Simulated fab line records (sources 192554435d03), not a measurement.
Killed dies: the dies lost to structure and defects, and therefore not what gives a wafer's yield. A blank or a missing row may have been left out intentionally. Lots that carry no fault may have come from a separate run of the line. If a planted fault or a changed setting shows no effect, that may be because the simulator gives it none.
Chamber matching / flow n5_finfet / N5_BEOL_M10_ETCH_62 on rie_diel-03 has 4 sister chambers
The step etches SOC in N2/H2, target depth 110 nm, overetch 22 nm, time 165 s. 4 wafers are shown with their chamber, then 7 later ones without.

## WAFERS PAIRED WITH THEIR CHAMBERS
wafer=L080.1; chamber=0; showerhead_plenum_p_Torr (Torr)=2.63
wafer=L080.3; chamber=3; showerhead_plenum_p_Torr (Torr)=2.44
wafer=L081.1; chamber=1; showerhead_plenum_p_Torr (Torr)=2.54
wafer=L081.4; chamber=2; showerhead_plenum_p_Torr (Torr)=2.45

## WAFERS WITHOUT THEIR CHAMBER
wafer=L081.6; showerhead_plenum_p_Torr (Torr)=2.45
wafer=L083.1; showerhead_plenum_p_Torr (Torr)=2.44
wafer=L083.2; showerhead_plenum_p_Torr (Torr)=2.44
wafer=L083.3; showerhead_plenum_p_Torr (Torr)=2.53
wafer=L091.1; showerhead_plenum_p_Torr (Torr)=2.43
wafer=L091.4; showerhead_plenum_p_Torr (Torr)=2.43
wafer=L091.6; showerhead_plenum_p_Torr (Torr)=2.53

## WHICH CHAMBER EACH WENT THROUGH
wafer=L081.6; from the rows above=can't be placed: 2 or 3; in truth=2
wafer=L083.1; from the rows above=can't be placed: 3 or 2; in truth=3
wafer=L083.2; from the rows above=can't be placed: 3 or 2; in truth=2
wafer=L083.3; from the rows above=1; in truth=1
wafer=L091.1; from the rows above=can't be placed: 3 or 2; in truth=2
wafer=L091.4; from the rows above=can't be placed: 3 or 2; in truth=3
wafer=L091.6; from the rows above=1; in truth=1
Correct placement for 2 of the 7. Not placeable from these rows: 5 (in 5, the candidates include the true chamber). Wrongly placed: 0.
How it was worked out, from the rows above alone: a wafer's distance from a chamber is the root of the sum, over the readings, of the square of ((its reading less the chamber's mean) divided by the reading's scatter). If the next closest chamber is less than 2 further off than the closest, the wafer can't be placed; otherwise it belongs to the closest. The mean given for a chamber averages the wafers shown for that chamber. The scatter (one wafer shown for each chamber): square how far every hidden wafer sits from the nearest shown wafer, average those squares and take the square root.
